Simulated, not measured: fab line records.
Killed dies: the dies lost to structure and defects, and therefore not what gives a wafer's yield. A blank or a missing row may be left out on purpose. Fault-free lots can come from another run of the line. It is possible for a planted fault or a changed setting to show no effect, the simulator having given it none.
Chamber matching -- flow n5 finfet -- N5_FIN_SAQP_HM_DEP_72 on pecvd-02: 3 sister chambers
The step deposits SiO2 from SiH4/N2O, target thk 12 nm, time 7.2 s. 16 wafers are shown with their chamber, then 8 later ones without.

## WAFERS, EACH WITH ITS CHAMBER
wafer,chamber,showerhead plenum p Torr (Torr),heater power w (W)
L079.1,1,7.90,791
L079.2,2,8.14,1050
L079.6,0,7.97,818
L080.1,0,7.95,750
L080.2,2,8.14,1033
L080.5,1,7.90,797
L083.1,1,7.92,807
L083.5,2,8.15,977
L083.6,1,7.90,789
L084.3,0,7.96,830
L084.5,0,7.95,802
L084.6,1,7.91,766
L086.2,1,7.92,837
L086.3,0,7.99,825
L086.6,1,7.90,813
L090.2,1,7.90,845

SIGNATURES (averages over the wafers above)
reading,chamber 0,chamber 1,chamber 2,scatter within a chamber
showerhead plenum p Torr,7.9640,7.9062,8.1433,0.0117
heater power w,805.00,805.62,1020.00,30.2
Rule: for a wafer and a chamber, the distance is found by dividing, reading by reading, the gap between the wafer's reading and the chamber's mean by the reading's scatter, squaring, summing and taking the root. If the next closest chamber is less than 2 further off than the closest, the wafer can't be placed; otherwise it belongs to the closest. The scatter is the square root of a quotient: the sum, over the shown wafers, of each reading's squared deviation from its chamber's mean, divided by wafers minus chambers.

## WAFERS WHOSE CHAMBER IS MISSING
wafer,showerhead plenum p Torr (Torr),heater power w (W)
L090.4,7.97,786
L090.5,7.91,861
L094.1,7.93,809
L094.2,7.98,706
L094.6,7.96,709
L095.1,7.97,750
L095.4,7.98,777
L095.6,7.90,885

## WHICH CHAMBER EACH ONE RAN IN
wafer,from the rows above,in truth
L090.4,0,0
L090.5,1,1
L094.1,can't be placed: 1 or 0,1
L094.2,0,0
L094.6,0,0
L095.1,0,0
L095.4,0,0
L095.6,1,1
Placed correctly: 7 of 8. These rows do not allow placing 1 (true chamber among the candidates in 1). Placed wrongly: 0.
